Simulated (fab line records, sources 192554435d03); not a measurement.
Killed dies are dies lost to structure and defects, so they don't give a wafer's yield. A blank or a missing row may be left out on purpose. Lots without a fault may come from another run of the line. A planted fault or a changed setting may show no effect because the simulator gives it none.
Split-lot experiment | flow n5_finfet | 7 lots, 39 wafers read, on a route of 1938 steps

THE SPLIT
At N5_SPACER0_ALD_08 (deposits SiNx, target thk 2 nm), the setting target_thk_a was moved away from the recipe's 20 angstrom on 18 of the 39 wafers read, by -13.5% to +12.1%. The other wafers ran this setting at the recipe's value.

FROM THE SPLIT TO THE READING: what the file shows between them, 3 steps
- N5_SD_EPI_N_COAT_32: time 60 s, resist thk 350 nm
- N5_SD_EPI_N_SD_RECESS_17: chemistry HBr/Cl2/O2, target depth 41 nm, time 23.7 s, bt time 3 s
- N5_SD_EPI_N_STRIP_38: strips in N2/H2

THE READING
SiNx_of_SPACER0_ALD_08.thk_nm (the simulator's own value, which no gauge read), in nm, at N5_SD_EPI_N_WET_ETCH_43 (etches SiO2 in dHF, time 14 s, target depth 1.5 nm). The file gives no usual value for it.

wafer  | tool, chamber at the split | target_thk_a as run, angstrom | against the recipe | SiNx_of_SPACER0_ALD_08.thk_nm, nm | against lot-mates on the recipe
L075.1 | ald_sin-04, 0,0,1          | 17.3                          | -13.5%             | 1.2                               | -0.4
L075.5 | ald_sin-04, 0,0,1          | 17.3                          | -13.5%             | 1.2                               | -0.4
L075.6 | ald_sin-04, 0,0,1          | 17.3                          | -13.5%             | 1.2                               | -0.4
L075.2 | ald_sin-04, 3,2,1          | 20                            | recipe             | 1.6                               | -
L075.3 | ald_sin-04, 3,2,1          | 20                            | recipe             | 1.6                               | -
L075.4 | ald_sin-04, 3,2,1          | 20                            | recipe             | 1.6                               | -
L076.1 | ald_sin-04, 1,0,2          | 20                            | recipe             | 1.6                               | -
L076.2 | ald_sin-04, 1,0,2          | 20                            | recipe             | 1.6                               | -
L076.3 | ald_sin-04, 1,0,2          | 20                            | recipe             | 1.6                               | -
L076.4 | ald_sin-04, 3,3,2          | 22.15                         | +10.7%             | 1.8                               | +0.2
L076.5 | ald_sin-04, 3,3,2          | 22.15                         | +10.7%             | 1.8                               | +0.2
L076.6 | ald_sin-04, 3,3,2          | 22.15                         | +10.7%             | 1.8                               | +0.2
L078.1 | ald_sin-04, 0,1,0          | 20                            | recipe             | 1.6                               | -
L078.3 | ald_sin-04, 0,1,0          | 20                            | recipe             | 1.6                               | -
L078.6 | ald_sin-04, 0,1,0          | 20                            | recipe             | 1.6                               | -
L078.2 | ald_sin-04, 3,2,3          | 21.2                          | +6.0%              | 1.6                               | +0.0
L078.4 | ald_sin-04, 3,2,3          | 21.2                          | +6.0%              | 1.6                               | +0.0
L078.5 | ald_sin-04, 3,2,3          | 21.2                          | +6.0%              | 1.6                               | +0.0
L079.1 | ald_sin-01, 0,3,1          | 22.43                         | +12.1%             | 1.8                               | +0.2
L079.2 | ald_sin-01, 0,3,1          | 22.43                         | +12.1%             | 1.8                               | +0.2
L079.3 | ald_sin-01, 0,3,1          | 22.43                         | +12.1%             | 1.8                               | +0.2
L079.4 | ald_sin-01, 2,1,2          | 20                            | recipe             | 1.6                               | -
L079.5 | ald_sin-01, 2,1,2          | 20                            | recipe             | 1.6                               | -
L079.6 | ald_sin-01, 2,1,2          | 20                            | recipe             | 1.6                               | -
L090.4 | ald_sin-04, 2,1,0          | 20                            | recipe             | 1.6                               | -
L090.5 | ald_sin-04, 2,1,0          | 20                            | recipe             | 1.6                               | -
L090.6 | ald_sin-04, 2,1,0          | 20                            | recipe             | 1.6                               | -
L096.1 | ald_sin-01, 3,2,0          | 21.86                         | +9.3%              | 1.8                               | +0.2
L096.2 | ald_sin-01, 3,2,0          | 21.86                         | +9.3%              | 1.8                               | +0.2
L096.5 | ald_sin-01, 3,2,0          | 21.86                         | +9.3%              | 1.8                               | +0.2
L096.3 | ald_sin-01, 1,0,1          | 20                            | recipe             | 1.6                               | -
L096.4 | ald_sin-01, 1,0,1          | 20                            | recipe             | 1.6                               | -
L096.6 | ald_sin-01, 1,0,1          | 20                            | recipe             | 1.6                               | -
L097.1 | ald_sin-04, 0,1,3          | 20                            | recipe             | 1.6                               | -
L097.2 | ald_sin-04, 0,1,3          | 20                            | recipe             | 1.6                               | -
L097.4 | ald_sin-04, 0,1,3          | 20                            | recipe             | 1.6                               | -
L097.3 | ald_sin-04, 2,2,3          | 22.05                         | +10.3%             | 1.8                               | +0.2
L097.5 | ald_sin-04, 2,2,3          | 22.05                         | +10.3%             | 1.8                               | +0.2
L097.6 | ald_sin-04, 2,2,3          | 22.05                         | +10.3%             | 1.8                               | +0.2
Where a row lists several chambers, the file gives one row for several wafers and doesn't say which wafer went through which chamber.

THE FIT
A straight line over all 39 wafers: SiNx_of_SPACER0_ALD_08.thk_nm changes by +0.0221 nm for each +1% of target_thk_a; r = +0.96; the points scatter about the line by 0.044 nm.
The same after taking each lot's own level away (the mean of its wafers on the recipe; 39 wafers): +0.0221 nm for each +1%; r = +0.96; scatter 0.044 nm.
On that fit, the largest move of target_thk_a shifts the reading by 0.3 nm.
The lots' own levels span 1.60 to 1.60 nm.
So the lot-to-lot level changes the slope little: the two slopes agree.
Check: with one of the wafers moved furthest among these (-13.5%) left out of the fit, the line predicts -0.312 nm for it against its lot-mates. It came out at -0.4 nm against them.

OTHER SPLITS ON THESE WAFERS
These wafers also went through other splits before the reading. Each is held against what the fit with the lots' levels taken away leaves over:
other split on the same wafers | wafers away from the commonest value | r with SiNx_of_SPACER0_ALD_08.thk_nm (lot level and that fit taken away)
N5_DUMMY_GATE_ETCH_32 time_s   | 12                                   | -0.06

THE FILE'S OWN FIT
SiNx_of_SPACER0_ALD_08.thk_nm changes by +0.0206 nm for each +1% of target_thk_a, r = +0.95.
